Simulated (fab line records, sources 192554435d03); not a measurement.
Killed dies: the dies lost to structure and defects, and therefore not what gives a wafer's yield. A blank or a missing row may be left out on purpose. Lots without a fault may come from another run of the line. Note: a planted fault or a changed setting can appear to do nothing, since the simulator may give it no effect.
Matching of chambers | flow n5 finfet | 4 sister chambers for N5_MOL_CONTACT_COAG_ETCH_65 on rie diel-02
The step etches underlayer in N2/H2, target depth 13 nm, time 10.4 s. 8 wafers are shown with their chamber, then 10 later ones without.

== WAFERS, EACH WITH ITS CHAMBER ==
wafer  | chamber | showerhead plenum p Torr (Torr) | drypump motor current A (A)
L078.2 | 3       | 2.61                            | 5.5
L078.6 | 3       | 2.61                            | 5.5
L079.6 | 2       | 2.65                            | 5.9
L080.1 | 1       | 2.52                            | 6.1
L080.4 | 0       | 2.46                            | 6.3
L080.5 | 2       | 2.64                            | 5.9
L084.2 | 0       | 2.46                            | 6.4
L084.3 | 1       | 2.52                            | 6.1

== WAFERS WITH NO CHAMBER GIVEN ==
wafer  | showerhead plenum p Torr (Torr) | drypump motor current A (A)
L084.5 | 2.52                            | 6.1
L085.3 | 2.61                            | 5.5
L085.4 | 2.51                            | 6.1
L085.5 | 2.61                            | 5.5
L091.1 | 2.45                            | 6.3
L091.2 | 2.51                            | 6.1
L091.4 | 2.63                            | 5.9
L092.1 | 2.51                            | 6.1
L092.2 | 2.45                            | 6.4
L092.4 | 2.60                            | 5.5

== WHICH CHAMBER EACH WENT THROUGH ==
wafer  | from the rows above | in truth
L084.5 | 1                   | 1
L085.3 | 3                   | 3
L085.4 | 1                   | 1
L085.5 | 3                   | 3
L091.1 | 0                   | 0
L091.2 | 1                   | 1
L091.4 | 2                   | 2
L092.1 | 1                   | 1
L092.2 | 0                   | 0
L092.4 | 3                   | 3
Correct placement for 10 of the 10. Left unplaced by these rows: 0. 0 placed wrongly.
How it was worked out, from the rows above alone: a wafer's distance from a chamber is the root of the sum, over the readings, of the square of ((its reading less the chamber's mean) divided by the reading's scatter). The wafer belongs to the nearest chamber; if the next one is less than 2 further off, it can't be placed. A chamber's mean is the mean of its shown wafers. The scatter: take each reading less its chamber's mean, square it, sum over the shown wafers, divide by the number of wafers less the number of chambers, and take the root.
